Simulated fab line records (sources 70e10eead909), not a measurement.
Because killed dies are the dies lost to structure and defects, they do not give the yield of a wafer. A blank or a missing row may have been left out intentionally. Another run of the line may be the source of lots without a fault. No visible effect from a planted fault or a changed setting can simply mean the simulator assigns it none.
fab line records + flow nand-harc
record:
- lots: 7
- wafers: 21
- last-day: 34
route steps=1302 shown A_CONTACT@1024 END@1302
lots with no fault: from the same line, run without faults
start-h: hours from the record's opening day to when the first of the lot's shown wafers began + wait-h: how many hours have passed since the lot's step before this one + " as in the row above + L1.1+2: one row covering several wafers at once + - no value present, or no start provided + * or withheld: withheld + < > ~ a bound
route shown NAME@n: a module of which the file shows steps, and the number in the route of the first + usual: average and standard deviation across the fault-free wafers + same: alike in all rows + chamber/n: place in a boat + sites: per-site readings + _std_site: standard deviation of those values + _edge_site: mean of outer sites minus mean of inner sites + radius-mm: for every site, how far away it sits from the centre of the wafer + mask NAME#n: copy n + behind: the most recent tool/chamber to have shaped the wafer + hold: why the lot was held/for how many hours/how that ended + device: names the non-switching transistor (n, p or np) + end of line: at the end of the route, the tests of the same wafers + a step without rows: its recipe alone + killed: dies lost to structure and defects at the first sort, not the wafer's yield + map: dies across one wafer; x = killed, . = not, _ = none there
set.NAME: the run value of the setting; set.NAME@STEP: its run value at that earlier step + model.NAME: the simulator's own value behind a step, which no gauge read
certain route steps with their lots: each step a table, each wafer a row
services: a tool's chamber out of use, with start hour (start-h, from the record's first day; less than 0 if before it), hours out, and reason
== steps ==
step: NHARC_A_CONTACT_ETCH_102
recipe:
- target-depth-a: 1000
- overetch-a: 100
- time-s: 55
- ion-energy-ev: 100
- cf4-flow-sccm: 80
- o2-flow-sccm: 20
- ar-flow-sccm: 0
- rf-w: 300
- bias-w: 100
- chemistry: CF4/O2
usual:
- drypump-motor-current-A: 5.82/0.25
- oes-product-au: 1.001/0.0094
- rf-vpp-V: 198.1/1.7
- showerhead-plenum-p-Torr: 1.35/0.069
- throttle-valve-pct: 13.397/0.0095
| lot.wafer | tool        | chamber | start-h | wait-h | drypump-motor-current-A | oes-product-au | rf-hours-counter-h | rf-vpp-V | showerhead-plenum-p-Torr | throttle-valve-pct |
|-----------|-------------|---------|---------|--------|-------------------------|----------------|--------------------|----------|--------------------------|--------------------|
| L221.4    | rie-diel-04 | 1       | 571.99  | 0.1    | 5.49                    | 1.014          | 4                  | 201.0    | 1.40                     | 13.390             |
| L221.3    | "           | 2       | "       | "      | 5.61                    | 1.007          | 5                  | 199.9    | 1.41                     | 13.390             |
| L221.2    | "           | 3       | "       | "      | 5.95                    | 0.990          | 6                  | 197.7    | 1.31                     | 13.390             |
| L225.2    | rie-diel-04 | 0       | 597.57  | 0.1    | 5.80                    | 1.006          | 8                  | 200.4    | 1.40                     | 13.389             |
| L225.4    | "           | 2       | "       | "      | 5.63                    | 1.003          | 8                  | 199.7    | 1.41                     | 13.389             |
| L225.5    | "           | 0       | "       | "      | 5.77                    | 0.987          | -                  | 199.0    | 1.40                     | 13.401             |
| L229.1    | rie-diel-04 | 1       | 636.52  | 0.1    | 5.50                    | 0.998          | 10                 | 198.5    | 1.40                     | 13.390             |
| L229.4    | "           | 2       | "       | "      | 5.60                    | 0.991          | 14                 | 199.3    | 1.41                     | 13.411             |
| L229.3    | "           | 3       | "       | "      | 5.93                    | 0.981          | 15                 | 197.8    | 1.31                     | 13.405             |
| L232.2    | rie-diel-04 | 0       | 660.80  | 0.1    | 5.80                    | 0.995          | 19                 | 200.3    | 1.40                     | 13.405             |
| L232.1    | "           | 2       | "       | "      | 5.61                    | 1.003          | 19                 | 199.0    | 1.41                     | 13.396             |
| L232.5    | "           | 1       | "       | "      | 5.52                    | 1.005          | -                  | 199.8    | 1.40                     | 13.396             |
| L235.2    | rie-diel-05 | 3       | 679.57  | 0.1    | 5.84                    | 1.008          | 30                 | 199.4    | 1.36                     | 13.388             |
| L235.4    | "           | 0       | "       | "      | 5.83                    | 0.996          | 29                 | 195.5    | 1.24                     | 13.386             |
| L235.5    | "           | 1       | "       | "      | 6.01                    | 0.999          | -                  | 196.8    | 1.25                     | 13.398             |
| L237.4    | rie-diel-04 | 3       | 725.12  | 0.2    | 5.93                    | 1.001          | 2                  | 198.1    | 1.31                     | 13.398             |
| L237.6    | "           | 2       | "       | "      | 5.61                    | 0.994          | -                  | 198.5    | 1.41                     | 13.391             |
| L237.5    | "           | 3       | "       | "      | 5.93                    | 1.014          | -                  | 197.1    | 1.31                     | 13.393             |
| L239.3    | rie-diel-05 | 2       | 737.23  | 0.1    | 6.10                    | 1.003          | 49                 | 199.6    | 1.40                     | 13.398             |
| L239.2    | "           | 3       | "       | "      | 5.84                    | 0.998          | 53                 | 197.5    | 1.35                     | 13.395             |
| L239.4    | "           | 0       | "       | "      | 5.83                    | 0.994          | 48                 | 194.6    | 1.23                     | 13.400             |
step: NHARC_A_CONTACT_STRIP_55
recipe:
- o2-flow-sccm: 500
- ar-flow-sccm: 0
- bias-w: 0
- chemistry: O2
usual:
- drypump-motor-current-A: 5.81/0.25
- oes-product-au: 0.999/0.01
- rf-vpp-V: 57.8/0.91
- showerhead-plenum-p-Torr: 3.56/0.17
- throttle-valve-pct: 17.037/0.0092
| lot.wafer | tool        | chamber | start-h | wait-h | drypump-motor-current-A | oes-product-au | rf-hours-counter-h | rf-vpp-V | showerhead-plenum-p-Torr | throttle-valve-pct |
|-----------|-------------|---------|---------|--------|-------------------------|----------------|--------------------|----------|--------------------------|--------------------|
| L221.3    | rie-diel-04 | 3       | -       | -      | 5.95                    | 0.997          | 6                  | 57.8     | 3.47                     | 17.046             |
| L221.4    | "           | 1       | "       | "      | 5.52                    | 1.008          | 4                  | 58.5     | 3.70                     | 17.045             |
| L221.2    | "           | 2       | "       | "      | 5.58                    | 1.002          | 5                  | 59.0     | 3.73                     | 17.042             |
| L225.2    | rie-diel-04 | 2       | -       | -      | 5.62                    | 1.004          | 8                  | 57.9     | 3.73                     | 17.046             |
| L225.4    | "           | 3       | "       | "      | 5.95                    | 0.990          | 8                  | 57.4     | 3.47                     | 17.041             |
| L225.5    | "           | 1       | "       | "      | 5.51                    | 1.017          | -                  | 57.7     | 3.70                     | 17.045             |
| L229.1    | rie-diel-04 | 2       | -       | -      | 5.65                    | 0.990          | 14                 | 59.0     | 3.72                     | 17.052             |
| L229.3    | "           | 0       | "       | "      | 5.78                    | 0.989          | 16                 | 57.6     | 3.68                     | 17.032             |
| L229.4    | "           | 1       | "       | "      | 5.51                    | 1.005          | 10                 | 57.3     | 3.70                     | 17.060             |
| L232.2    | rie-diel-04 | 3       | -       | -      | 5.93                    | 0.973          | 19                 | 58.6     | 3.46                     | 17.041             |
| L232.1    | "           | 0       | "       | "      | 5.83                    | 0.994          | 19                 | 58.1     | 3.68                     | 17.043             |
| L232.5    | "           | 3       | "       | "      | 5.96                    | 0.980          | -                  | 56.2     | 3.46                     | 17.030             |
| L235.4    | rie-diel-05 | 1       | -       | -      | 6.06                    | 1.003          | 28                 | 57.4     | 3.31                     | 17.037             |
| L235.2    | "           | 0       | "       | "      | 5.83                    | 0.989          | 29                 | 57.7     | 3.29                     | 17.036             |
| L235.5    | "           | 2       | "       | "      | 6.15                    | 1.000          | -                  | 57.2     | 3.71                     | 17.031             |
| L237.4    | rie-diel-04 | 0       | -       | -      | 5.80                    | 0.989          | 2                  | 57.7     | 3.68                     | 17.043             |
| L237.6    | "           | 3       | "       | "      | 5.96                    | 0.998          | -                  | 58.7     | 3.46                     | 17.037             |
| L237.5    | "           | 0       | "       | "      | 5.80                    | 0.991          | -                  | 58.2     | 3.68                     | 17.041             |
| L239.4    | rie-diel-05 | 2       | -       | -      | 6.12                    | 1.006          | 49                 | 58.7     | 3.70                     | 17.034             |
| L239.2    | "           | 3       | "       | "      | 5.87                    | 0.997          | 53                 | 58.2     | 3.57                     | 17.045             |
| L239.3    | "           | 1       | "       | "      | 6.04                    | 0.996          | 47                 | 56.8     | 3.30                     | 17.039             |
step: NHARC_A_CONTACT_STRIP_56
recipe:
- time-s: 600
- temp-c: 30
- chemistry: post-etch-residue-remover
step: NHARC_A_CONTACT_DEP_57
recipe:
- target-thk-a: 53000
- temp-c: 400
- material: aC
usual:
- throttle-valve-pct: 34.999/0.0094
| lot.wafer | tool       | chamber | start-h | wait-h | throttle-valve-pct |
|-----------|------------|---------|---------|--------|--------------------|
| L221.2    | acl-dep-03 | 0       | 573.18  | -      | 34.989             |
| L221.3    | "          | 0       | "       | "      | 34.989             |
| L221.4    | "          | 0       | "       | "      | 35.020             |
| L225.2    | acl-dep-01 | 0       | 598.77  | -      | 34.982             |
| L225.4    | "          | 0       | 599.85  | -      | 34.989             |
| L225.5    | "          | 0       | "       | "      | 35.019             |
| L229.1    | acl-dep-02 | 0       | 637.18  | -      | 34.994             |
| L229.3    | "          | 0       | 638.24  | -      | 35.002             |
| L229.4    | "          | 0       | "       | "      | 34.992             |
| L232.1    | acl-dep-02 | 0       | 663.20  | -      | 35.002             |
| L232.2    | "          | 0       | "       | "      | 35.003             |
| L232.5    | "          | 0       | 665.37  | -      | 35.008             |
| L235.2    | acl-dep-01 | 0       | 680.76  | -      | 34.992             |
| L235.4    | "          | 0       | 681.82  | -      | 35.011             |
| L235.5    | "          | 0       | "       | "      | 35.002             |
| L237.4    | acl-dep-02 | 0       | 727.42  | -      | 34.999             |
| L237.5    | "          | 0       | "       | "      | 34.993             |
| L237.6    | "          | 0       | "       | "      | 34.994             |
| L239.2    | acl-dep-02 | 0       | 738.83  | -      | 34.999             |
| L239.3    | "          | 0       | "       | "      | 34.984             |
| L239.4    | "          | 0       | "       | "      | 35.009             |
step: NHARC_A_CONTACT_DEP_58
recipe:
- target-thk-a: 900
- target-thk-nm: 90
- temp-c: 400
- pressure-torr: 3.5
- flow-sccm: 200
- rf-w: 350
- material: SiON
usual:
- heater-power-w: 777/79
| lot.wafer | tool     | chamber | start-h | wait-h | heater-power-w |
|-----------|----------|---------|---------|--------|----------------|
| L221.3    | pecvd-02 | 1       | 575.90  | 1.7    | 841            |
| L221.2    | "        | 2       | "       | "      | 775            |
| L221.4    | "        | 0       | "       | "      | 680            |
| L225.2    | pecvd-03 | 2       | 601.52  | 2.2    | 776            |
| L225.5    | "        | 1       | "       | "      | 844            |
| L225.4    | "        | 0       | "       | "      | 672            |
| L229.1    | pecvd-02 | 2       | 640.40  | 2.7    | 767            |
| L229.3    | "        | 0       | "       | "      | 716            |
| L229.4    | "        | 0       | "       | "      | 725            |
| L232.1    | pecvd-02 | 2       | 666.47  | 2.7    | 717            |
| L232.2    | "        | 1       | "       | "      | 855            |
| L232.5    | "        | 2       | "       | "      | 715            |
| L235.2    | pecvd-03 | 2       | 683.50  | 2.2    | 794            |
| L235.4    | "        | 1       | "       | "      | 797            |
| L235.5    | "        | 2       | "       | "      | 779            |
| L237.6    | pecvd-01 | 2       | 729.13  | 0.1    | 720            |
| L237.4    | "        | 0       | "       | "      | 861            |
| L237.5    | "        | 1       | "       | "      | 634            |
| L239.3    | pecvd-03 | 1       | 741.60  | 1.7    | 782            |
| L239.2    | "        | 2       | "       | "      | 830            |
| L239.4    | "        | 0       | "       | "      | 737            |
step: NHARC_A_CONTACT_DEHYDRATE_59
recipe:
- temp-c: 150
- time-s: 120
step: NHARC_A_CONTACT_HMDS_60
recipe:
- time-s: 30
step: NHARC_A_CONTACT_COAT_61
recipe:
- temp-c: 260
- time-s: 75
step: NHARC_A_CONTACT_COAT_62
recipe:
- temp-c: 225
- time-s: 65
step: NHARC_A_CONTACT_COAT_63
recipe:
- spin-rpm: 1500
- resist-thk-nm: 90
step: NHARC_A_CONTACT_SOFTBAKE_64
recipe:
- temp-c: 105
- time-s: 55
step: NHARC_A_CONTACT_EBR_65
step: NHARC_A_CONTACT_EXPOSE_66
recipe:
- na: 1.35
- sigma-outer: 0.8
- dose-mj: 59.02
- mask-id: A_CC_2
usual:
- exposure-dose-mJ-cm2: 59.04/0.072
| lot.wafer | tool            | chamber | start-h | wait-h | mask     | exposure-dose-mJ-cm2 |
|-----------|-----------------|---------|---------|--------|----------|----------------------|
| L221.2    | arfi-scanner-03 | 0       | 576.46  | -      | A_CC_2#0 | 59.07                |
| L221.3    | "               | 0       | "       | "      | A_CC_2#0 | 59.17                |
| L221.4    | "               | 0       | "       | "      | A_CC_2#0 | 59.15                |
| L225.2    | arfi-scanner-01 | 0       | 601.96  | -      | A_CC_2#0 | 59.00                |
| L225.4    | "               | 0       | "       | "      | A_CC_2#0 | 58.96                |
| L225.5    | "               | 0       | "       | "      | A_CC_2#0 | 59.02                |
| L229.1    | arfi-scanner-01 | 0       | 640.95  | -      | A_CC_2#0 | 76.88                |
| L229.3    | "               | 0       | "       | "      | A_CC_2#0 | 76.91                |
| L229.4    | "               | 0       | "       | "      | A_CC_2#0 | 76.85                |
| L232.1    | arfi-scanner-01 | 0       | 667.05  | -      | A_CC_2#0 | 73.22                |
| L232.2    | "               | 0       | "       | "      | A_CC_2#0 | 73.17                |
| L232.5    | "               | 0       | "       | "      | A_CC_2#0 | 73.19                |
| L235.2    | arfi-scanner-01 | 0       | 683.91  | -      | A_CC_2#0 | 70.97                |
| L235.4    | "               | 0       | "       | "      | A_CC_2#0 | 70.94                |
| L235.5    | "               | 0       | "       | "      | A_CC_2#0 | 71.03                |
| L237.4    | arfi-scanner-02 | 0       | 729.64  | -      | A_CC_2#0 | 59.03                |
| L237.5    | "               | 0       | "       | "      | A_CC_2#0 | 58.95                |
| L237.6    | "               | 0       | "       | "      | A_CC_2#0 | 58.99                |
| L239.2    | arfi-scanner-02 | 0       | 742.03  | -      | A_CC_2#0 | 59.18                |
| L239.3    | "               | 0       | "       | "      | A_CC_2#0 | 59.14                |
| L239.4    | "               | 0       | "       | "      | A_CC_2#0 | 59.13                |
step: NHARC_A_CONTACT_PEB_67
recipe:
- peb-temp-c: 100
- peb-time-s: 65
step: NHARC_A_CONTACT_DEVELOP_68
recipe:
- develop-time-s: 35
- dev-temp-c: 23
step: NHARC_A_CONTACT_CD_MEAS_69
recipe:
- target-cd-nm: 300
- landing-energy-ev: 500
usual:
- cd-nm: 300.1/0.53
| lot.wafer | tool      | chamber | start-h | wait-h | cd-nm |
|-----------|-----------|---------|---------|--------|-------|
| L221.2    | cd-sem-02 | 0       | 576.59  | -      | 300.7 |
| L221.3    | "         | 0       | "       | "      | 300.3 |
| L221.4    | "         | 0       | "       | "      | 300.7 |
| L225.2    | cd-sem-03 | 0       | 602.10  | -      | 299.9 |
| L225.4    | "         | 0       | "       | "      | 299.4 |
| L225.5    | "         | 0       | "       | "      | 300.7 |
| L229.1    | cd-sem-01 | 0       | 641.09  | -      | 315.0 |
| L229.3    | "         | 0       | "       | "      | 314.1 |
| L229.4    | "         | 0       | "       | "      | 314.4 |
| L232.1    | cd-sem-03 | 0       | 667.19  | -      | 311.2 |
| L232.2    | "         | 0       | "       | "      | 311.2 |
| L232.5    | "         | 0       | "       | "      | 311.1 |
| L235.2    | cd-sem-01 | 0       | 684.04  | -      | 309.4 |
| L235.4    | "         | 0       | "       | "      | 309.4 |
| L235.5    | "         | 0       | "       | "      | 308.9 |
| L237.4    | cd-sem-01 | 0       | 729.78  | -      | 300.7 |
| L237.5    | "         | 0       | "       | "      | 299.6 |
| L237.6    | "         | 0       | "       | "      | 299.9 |
| L239.2    | cd-sem-02 | 0       | 742.17  | -      | 301.5 |
| L239.3    | "         | 0       | "       | "      | 300.4 |
| L239.4    | "         | 0       | "       | "      | 300.6 |
step: NHARC_A_CONTACT_OVL_MEAS_70
usual:
- overlay-x-nm: 0.1/0.89
- overlay-y-nm: 0.1/0.93
| lot.wafer | tool       | chamber | start-h | wait-h | overlay-x-nm | overlay-y-nm |
|-----------|------------|---------|---------|--------|--------------|--------------|
| L221.2    | overlay-02 | -       | 576.68  | -      | 0.1          | 1.7          |
| L221.3    | "          | -       | "       | "      | 0.3          | 0.7          |
| L221.4    | "          | -       | "       | "      | 0.2          | 1.5          |
| L225.2    | overlay-02 | -       | 602.18  | -      | -0.6         | -0.1         |
| L225.4    | "          | -       | "       | "      | -0.5         | 0.0          |
| L225.5    | "          | -       | "       | "      | -1.2         | 0.1          |
| L229.1    | overlay-02 | -       | 641.18  | -      | -0.7         | 0.4          |
| L229.3    | "          | -       | "       | "      | -0.9         | 0.6          |
| L229.4    | "          | -       | "       | "      | -0.1         | 0.0          |
| L232.1    | overlay-02 | -       | 667.27  | -      | 1.2          | 0.2          |
| L232.2    | "          | -       | "       | "      | 0.7          | 0.4          |
| L232.5    | "          | -       | "       | "      | 1.0          | 0.8          |
| L235.2    | overlay-01 | -       | 684.13  | -      | 0.3          | 2.6          |
| L235.4    | "          | -       | "       | "      | 1.1          | 2.0          |
| L235.5    | "          | -       | "       | "      | 1.3          | 1.5          |
| L237.4    | overlay-01 | -       | 729.86  | -      | -0.3         | 0.0          |
| L237.5    | "          | -       | "       | "      | -0.7         | -0.4         |
| L237.6    | "          | -       | "       | "      | -0.1         | -0.3         |
| L239.2    | overlay-01 | -       | 742.26  | -      | -0.2         | -1.5         |
| L239.3    | "          | -       | "       | "      | 0.5          | -2.0         |
| L239.4    | "          | -       | "       | "      | 0.4          | -1.9         |
step: NHARC_END_SORT_01
recipe:
- temp-c: 25
usual:
- killed-at-array: 54/18
- killed-at-other: 0.7/0.87
- killed-at-periphery: 3.7/2.5
- killed-dies: 59/19
- killed-open: 3.3/2
- killed-short: 2.6/1.6
same:
- gross-dies: 677
| lot.wafer | tool      | chamber | start-h | wait-h | killed-at-array | killed-at-other | killed-at-periphery | killed-dies | killed-open | killed-short |
|-----------|-----------|---------|---------|--------|-----------------|-----------------|---------------------|-------------|-------------|--------------|
| L232.1    | prober-02 | 0       | 725.77  | 2.5    | 90              | 0               | 7                   | 97          | 2           | 0            |
| L232.2    | prober-02 | 0       | 726.55  | 2.8    | 87              | 0               | 7                   | 94          | 1           | 1            |
| L232.5    | prober-02 | 0       | 728.89  | 3.6    | 87              | 0               | 7                   | 94          | 6           | 3            |
| L235.2    | prober-01 | 0       | 742.49  | 2.8    | 87              | 0               | 1                   | 88          | 4           | 5            |
| L235.4    | prober-01 | 0       | 744.10  | 3.4    | 66              | 1               | 4                   | 71          | 4           | 2            |
| L235.5    | prober-01 | 0       | 744.91  | 3.7    | 78              | 0               | 3                   | 81          | 4           | 1            |
killed by level:class
L232.1 A_SLIT:chamber-film-flake=28 A_CHANNEL_HOLE_D2:chamber-film-flake=27 A_CHANNEL_HOLE_D1:chamber-film-flake=25 P_GATE:chamber-film-flake=4 A_DECK1_JOINT:chamber-film-flake=3 A_ZERO_WELL:chamber-film-flake=2 A_CONTACT:chamber-film-flake=2 P_GATE:geometric-particle:open=1
L232.2 A_SLIT:chamber-film-flake=32 A_CHANNEL_HOLE_D2:chamber-film-flake=25 A_CHANNEL_HOLE_D1:chamber-film-flake=23 P_GATE:chamber-film-flake=6 A_DECK1_JOINT:chamber-film-flake=2 A_STAIRCASE:chamber-film-flake=2 A_BLC:geometric-particle:short=1 A_M1:geometric-particle:open=1
L232.5 A_CHANNEL_HOLE_D1:chamber-film-flake=30 A_SLIT:chamber-film-flake=21 A_CHANNEL_HOLE_D2:chamber-film-flake=17 A_CONTACT:chamber-film-flake=4 A_M1:geometric-particle:open=3 P_STI:chamber-film-flake=3 P_GATE:chamber-film-flake=3 A_ZERO_WELL:chamber-film-flake=2
L235.2 A_CHANNEL_HOLE_D1:chamber-film-flake=31 A_SLIT:chamber-film-flake=30 A_CHANNEL_FILL_D1:chamber-film-flake=6 A_CONTACT:chamber-film-flake=6 A_CHANNEL_FILL_D2:geometric-particle:short=3 A_CHANNEL_FILL_D2:chamber-film-flake=2 A_CHANNEL_HOLE_D1:geometric-particle:open=1 A_CHANNEL_FILL_D1:geometric-particle:short=1
L235.4 A_SLIT:chamber-film-flake=24 A_CHANNEL_HOLE_D1:chamber-film-flake=23 A_CONTACT:chamber-film-flake=5 A_CHANNEL_FILL_D1:chamber-film-flake=3 A_DECK1_JOINT:geometric-particle:open=2 P_CONTACT:chamber-film-flake=2 A_CHANNEL_FILL_D2:chamber-film-flake=2 A_M1:chamber-film-flake=2
L235.5 A_SLIT:chamber-film-flake=34 A_CHANNEL_HOLE_D1:chamber-film-flake=28 A_CONTACT:chamber-film-flake=7 A_DECK1_JOINT:geometric-particle:open=2 A_CHANNEL_FILL_D1:chamber-film-flake=2 P_CONTACT:geometric-particle:open=1 A_CHANNEL_FILL_D1:geometric-particle:short=1 A_SGD_CUT:geometric-particle:open=1
== services ==
| tool            | chamber | start-h | hours | kind   |
|-----------------|---------|---------|-------|--------|
| arfi-scanner-03 | -       | 551.85  | 7.0   | repair |
| acl-dep-01      | -       | 554.72  | 13.0  | pm     |
| pecvd-02        | 2       | 565.82  | 2.4   | repair |
| rie-diel-04     | 0       | 565.91  | -     | clean  |
| rie-diel-04     | 1       | 565.91  | -     | clean  |
| pecvd-01        | -       | 572.57  | 1.1   | repair |
| rie-diel-05     | -       | 583.76  | 9.0   | pm     |
| pecvd-02        | -       | 589.00  | 13.0  | pm     |
| arfi-scanner-01 | -       | 596.60  | 4.0   | pm     |
| acl-dep-02      | -       | 612.17  | 13.0  | pm     |
| arfi-scanner-03 | -       | 617.01  | 5.9   | repair |
| rie-diel-05     | 0       | 618.01  | 5.8   | repair |
| arfi-scanner-01 | -       | 634.97  | 1.3   | repair |
| arfi-scanner-02 | -       | 656.00  | 4.0   | pm     |
| acl-dep-03      | -       | 666.23  | 13.0  | pm     |
| pecvd-01        | 2       | 671.11  | 5.5   | repair |
| pecvd-01        | -       | 673.00  | 13.0  | pm     |
| arfi-scanner-01 | -       | 701.48  | 1.9   | repair |
| pecvd-02        | -       | 702.27  | 1.0   | repair |
| rie-diel-04     | -       | 709.41  | 9.0   | pm     |
| arfi-scanner-03 | -       | 712.00  | 4.0   | pm     |
| pecvd-03        | -       | 728.00  | 13.0  | pm     |
| rie-diel-05     | 3       | 729.23  | 4.2   | repair |
| acl-dep-01      | -       | 735.72  | 13.0  | pm     |
== key ==
first-sign:
- step: NHARC_A_CONTACT_EXPOSE_66
- reading: exposure-dose-mJ-cm2
- direction: up
- sigmas: 99+
- usual: 59.04
- struck: 73.68
effect:
- step: NHARC_A_CONTACT_CD_MEAS_69
- reading: cd-nm
- direction: up
- sigmas: 22
- usual: 300.1
- struck: 311.6
- through: control-loop
met-at NHARC_A_CONTACT_EXPOSE_66
struck-wafers L229.1,L229.3,L229.4,L232.1,L232.2,L232.5,L235.2,L235.4,L235.5
tester-left-out L229,L232,L235
loop-trim:
- step: NHARC_A_CONTACT_EXPOSE_66
- setting: dose
- lots: L232,L235
onset-between 601.96 640.95
fault:
- kind: process-parameter-drift
- tool: arfi-scanner-01
- chamber: -
- onset-h: 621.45
- steps: NHARC_A_CONTACT_EXPOSE_66
- channel: dose-mj
- offset: 17.832
- shape: step
- acts-in: these-recipes-only
- stated: 59.02
tester-left-out: of these lots the tester's yield and bins aren't shown, on N5 and GAA mostly nor the transistor test; their killed dies are dies lost to structure and defects alone, not to doping, threshold or leakage, so they don't give the yield
loop-trim: a control loop set the setting to another value than it would have without faults
